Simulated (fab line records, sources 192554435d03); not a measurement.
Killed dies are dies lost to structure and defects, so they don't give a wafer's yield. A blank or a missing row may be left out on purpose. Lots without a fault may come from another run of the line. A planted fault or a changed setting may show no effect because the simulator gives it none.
A struck lot beside a sound one | flow n5_finfet | 16 steps out of a route of 1938
Sound: wafers L280.1, L280.4, L280.6. Struck: wafers L285.4, L285.5, L285.6. The cause comes at the end.
At each step with rows: each side's tool, then ch and its chambers, then its first start. Under that, the readings that differ: sound wafers | struck wafers | difference of the means | sigmas: that difference in standard deviations of wafers without a fault.
alike: readings whose means differ by less than 2 such deviations, and words and numbers that are the same on both sides. not compared: withheld readings, readings that some wafer has no value for, bounds like >300 that may hide the same value, and numbers for which the record gives no deviation and whose values overlap.
The two part at a step that has a row with sigmas, a row that says differs or no value, or rows on one side only. Numbers that don't overlap but have no deviation are shown without sigmas and don't part them. A reading that every wafer of one side lacks parts them only if that side has two wafers or more.

N5_WELL_APT_DESCUM_30: chemistry O2, time 7.9 s.
  sound on rie_diel-04 ch 0,3, day 3 03:20; struck on rie_diel-04 ch 0,1,2, day 4 09:02
  alike: chamber_pressure_mTorr, drypump_motor_current_A, o2_flow_sccm, oes_product_au, rf_vpp_V, showerhead_plenum_p_Torr, temp_c, throttle_valve_pct
  not compared: rf_hours_counter_h
then, 3 steps without rows for these wafers: N5_WELL_APT_IMPLANT_31; N5_WELL_APT_IMPLANT_32; N5_WELL_APT_STRIP_33 (strips in SPM, time 900 s).
N5_WELL_APT_RTA_34: time 10 s.
  sound on rtp_anneal-02 ch 0, day 3 04:05; struck on rtp_anneal-02 ch 0, day 4 09:55
  alike: lamp_power_pct, wafer_temp_C_max
then, 4 steps without rows for these wafers: N5_WELL_APT_OXIDE_STRIP_42 (strips SiO2 in dHF, time 45 s, target depth 12 nm); N5_WELL_APT_PRECLEAN_36 (cleans in O3/DIW, time 45 s); N5_WELL_APT_PRECLEAN_39 (cleans in dHF, time 60 s); N5_WELL_APT_SRD_37 (time 30 s).
N5_WELL_APT_EPI_41: deposits Si from SiH4/H2, target thk 50 nm, time 297.7 s.
  sound on epi_rpcvd-04 ch 0, day 3 04:20; struck on epi_rpcvd-01 ch 0, day 4 10:23
  reading            | sound          | struck         | difference | sigmas
  lamp_inner_pct (%) | 13.1 13.1 13.2 | 17.2 17.3 17.3 | +4.1       | +2
  alike: throttle_valve_pct
N5_WELL_APT_INSPECT_38: inspects for defects (darkfield).
  sound on defect_inspect-01, day 3 04:58; struck on defect_inspect-02, day 4 10:44
  alike: raw_defect_count
N5_PMOS_HMC_CHANNEL_EPI_HM_DEP_34: deposits SiO2 from TEOS/O2, target thk 36 nm, time 6.9 s.
  sound on pecvd-04 ch 0,1, day 3 05:00; struck on pecvd-03 ch 0,1,2, day 4 10:47
  alike: heater_power_w, showerhead_plenum_p_Torr, throttle_valve_pct
N5_PMOS_HMC_CHANNEL_EPI_COAT_31: time 60 s, resist thk 66 nm.
  sound on litho_track-03 ch 0, day 3 05:03; struck on litho_track-05 ch 0, day 4 10:49
  reading                  | sound                | struck               | difference | sigmas
  heater_power_total_W (W) | 392.8 391.1 389.6    | 408.7 410.0 406.5    | +17.2      | +13
  plate_temp_C (C)         | 205.09 204.77 204.97 | 212.45 212.43 212.61 | +7.55      | +44
then, 1 step without rows for these wafers: N5_PMOS_HMC_CHANNEL_EPI_COAT_03 (resist thk 205 nm).
-- the record jumps here: 9 days lie between the struck wafers' starts before and after (it left off in module PMOS_HMC_CHANNEL_EPI and takes up again in module BEOL_M4, whose first step shown is number 1111 of the route) --
N5_BEOL_M4_RC_MEAS_101:
  sound on prober-01 ch 0, day 12 01:31; struck on prober-02 ch 0, day 13 06:49
  reading       | sound          | struck         | difference | sigmas
  ION_N (uA/um) | 686 681 697    | 629 686 644    | -35        | -2
  ION_P (uA/um) | 476 483 486    | 443 476 448    | -26        | -3
  VT_P (mV)     | -244 -241 -244 | -260 -247 -254 | -11        | -3
  alike: DIBL_N, DIBL_P, IOFF_N, IOFF_P, SS_N, SS_P, VT_N
-- the record jumps here: 4 days lie between the struck wafers' starts before and after (it left off in module BEOL_M4 and takes up again in module PASSIVATION, whose first step shown is number 1936 of the route) --
N5_PASSIVATION_PROBE_49:
  sound on prober-02, day 16 03:25; struck on prober-01, day 17 14:40
  reading              | sound          | struck         | difference | sigmas
  sort_bin_8_speed (%) | 0 0.1 0        | 10.9 0 0       | +3.6       | +4
  sort_n_pass          | 1088 1090 1098 | 976 1091 1073  | -45        | -2
  sort_yield_pct (%)   | 92.2 92.4 93.1 | 82.7 92.5 90.9 | -3.9       | -2
  alike: defect_limited_yield, killed_at_M0_to_M3, killed_at_M4_up, killed_at_contacts, killed_at_front_end, killed_at_other, killed_dies, killed_open, killed_short, sort_bin_5_function, sort_bin_6_memory

WHERE THEY PART
First at N5_WELL_APT_EPI_41; last, within this record, at N5_PASSIVATION_PROBE_49.

WHY: what the simulator had put in
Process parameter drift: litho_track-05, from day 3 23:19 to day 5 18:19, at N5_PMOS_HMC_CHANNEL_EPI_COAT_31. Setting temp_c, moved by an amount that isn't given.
